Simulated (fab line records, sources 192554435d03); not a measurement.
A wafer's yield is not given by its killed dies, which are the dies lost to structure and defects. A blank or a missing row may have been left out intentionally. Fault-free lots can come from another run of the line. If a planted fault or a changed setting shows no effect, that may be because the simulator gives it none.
A lot that was struck, set against a sound lot || flow n5-finfet || 36 steps out of a route of 1938
Sound: wafers L261.2, L261.4, L261.5. Struck: wafer L273.5. (L273.6 of the same lot was not struck and is left out.) The cause comes at the end.
At each step with rows: each side's tool, then ch and its chambers, then its first start. Under that, the readings that differ: sound wafers || struck wafers || difference of the means || sigmas: that difference in standard deviations of wafers without a fault.
alike: readings with means less than 2 such deviations apart, plus words and numbers identical on both sides. not compared: withheld readings, readings lacking a value on some wafer, bounds such as >300 that could conceal the same value, and numbers that have no deviation in the record and whose values overlap.
A row with sigmas, a row that says differs or no value, or rows on one side alone: a step with any of these is where the two part. Numbers that have no deviation but don't overlap get no sigmas and don't part them. Lack of a reading on every wafer of one side parts them only where that side has two or more wafers.

first, 9 steps without rows for these wafers: N5_BEOL_M1_PEB_09 (peb time 60 s); N5_BEOL_M1_DEVELOP_10 (develop time 30 s); N5_BEOL_M1_DESCUM_16 (chemistry O2, time 7 s); N5_BEOL_M1_ETCH_74 (etches underlayer in N2/H2, target depth 6.5 nm, time 5.2 s); N5_BEOL_M1_ETCH_63 (etches SiARC in CF4, target depth 15.6 nm, time 26 s); N5_BEOL_M1_ETCH_64 (etches SOC in N2/H2, target depth 75 nm, overetch 15 nm, time 112.5 s); N5_BEOL_M1_STRIP_65 (strips in N2/H2); N5_BEOL_M1_STRIP_75 (strips in N2/H2); N5_BEOL_M1_STRIP_66 (strips in CF4).
N5_BEOL_M1_HM_OPEN_17: chemistry Cl2/BCl3, target TiN, target depth 20 nm, overetch 6 nm.
  sound on rie-metal-03 ch 1, day 8 22:54; struck on rie-metal-01 ch 1, day 11 17:59
{"reading": "oes_ar_750_au (a.u.)", "sound": "0.93 0.92 0.93", "struck": 0.75, "difference": -0.18, "sigmas": -2}
{"reading": "oes-product-au (a.u.)", "sound": "0.80 0.79 0.79", "struck": 0.63, "difference": -0.16, "sigmas": -2}
{"reading": "model.SOC_of_BEOL_M1_COAT_61.thk-nm (nm)", "sound": "52.4 52.4 52.4", "struck": 54.6, "difference": "+2.2", "sigmas": ""}
{"reading": "model.etch.depth-nm (nm)", "sound": "20.06 20.02 19.99", "struck": 19.18, "difference": -0.84, "sigmas": ""}
{"reading": "model.BEOL_M1.cd-offset-nm (nm)", "sound": "0.2 0 0.2", "struck": -0.2, "difference": -0.3, "sigmas": ""}
  alike: drypump-motor-current-A, throttle-valve-pct
  not compared: rf-hours-counter-h
then, 24 steps without rows for these wafers: N5_BEOL_M1_STRIP_19 (strips in O2); N5_BEOL_M1_COAT_67 (time 60 s, resist thk 60 nm); N5_BEOL_M1_COAT_68 (time 60 s, resist thk 12 nm); N5_BEOL_M1_COAT_76 (time 60 s, resist thk 5 nm); N5_BEOL_M1_COAT_22 (resist thk 30 nm); N5_BEOL_M1_EBR_24; N5_BEOL_M1_SOFTBAKE_23 (time 60 s); N5_BEOL_M1_EXPOSE_25 (exposes mask V0, defocus 5 nm, target cd 24 nm); N5_BEOL_M1_PEB_26 (peb time 60 s); N5_BEOL_M1_DEVELOP_27 (develop time 30 s); N5_BEOL_M1_DESCUM_33 (chemistry O2, time 7 s); N5_BEOL_M1_ETCH_77 (etches underlayer in N2/H2, target depth 6.5 nm, time 5.2 s); N5_BEOL_M1_ETCH_69 (etches SiARC in CF4, target depth 15.6 nm, time 26 s); N5_BEOL_M1_ALD_98 (deposits SiO2, target thk 2.5 nm, pulse time 1 s, co reactant pulse time 1 s); N5_BEOL_M1_ETCHBACK_99 (etches SiO2 in CHF3, target depth 5 nm, time 10.4 s); N5_BEOL_M1_ETCH_70 (etches SOC in N2/H2, target depth 80 nm, overetch 16 nm, time 120 s); N5_BEOL_M1_STRIP_71 (strips in N2/H2); N5_BEOL_M1_STRIP_78 (strips in N2/H2); N5_BEOL_M1_VIA_ETCH_34 (etches the open film in C4F6/O2, target depth 67.8 nm, time 64.4 s); N5_BEOL_M1_STRIP_83 (strips in C4F6/O2); N5_BEOL_M1_STRIP_36 (strips in N2/H2); N5_BEOL_M1_TRENCH_ETCH_37 (etches SiOC in C4F6/O2, target depth 55.207 nm, time 29 s); N5_BEOL_M1_ETCH_41 (etches SiCN in CH3F/O2, target depth 31.9 nm, time 57.8 s); N5_BEOL_M1_STRIP_97 (strips in N2/H2, time 10 s).
-- the record jumps here: 2 days lie between the struck wafers' starts before and after (it left off in module BEOL_M1 and takes up again in module BEOL_M4, whose first step shown is number 1111 of the route) --
N5_BEOL_M4_RC_MEAS_101:
  sound on prober-01 ch 0, day 10 20:47; struck on prober-02 ch 0, day 14 05:05
  alike: DIBL_N, DIBL_P, IOFF_N, IOFF_P, ION_N, ION_P, SS_N, SS_P, VT_N, VT_P
  not compared: CHAIN_V0_max_site, CHAIN_V1_max_site, SERP_M1_max_site
-- here the record skips 5 days between the struck wafers' starts before and after, leaving off in module BEOL_M4 and picking up in module PASSIVATION (first step shown: number 1936 of the route) --
N5_PASSIVATION_PROBE_49:
  record: rows for the struck wafers here (prober-02, day 18 17:58), none for the sound ones

WHERE THEY PART
At N5_BEOL_M1_HM_OPEN_17 first; at N5_PASSIVATION_PROBE_49 last (within this record only).

WHY: whatever the simulator had introduced
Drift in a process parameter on rie-metal-01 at N5_BEOL_M1_HM_OPEN_17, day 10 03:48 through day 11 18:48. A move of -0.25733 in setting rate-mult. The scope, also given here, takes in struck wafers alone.
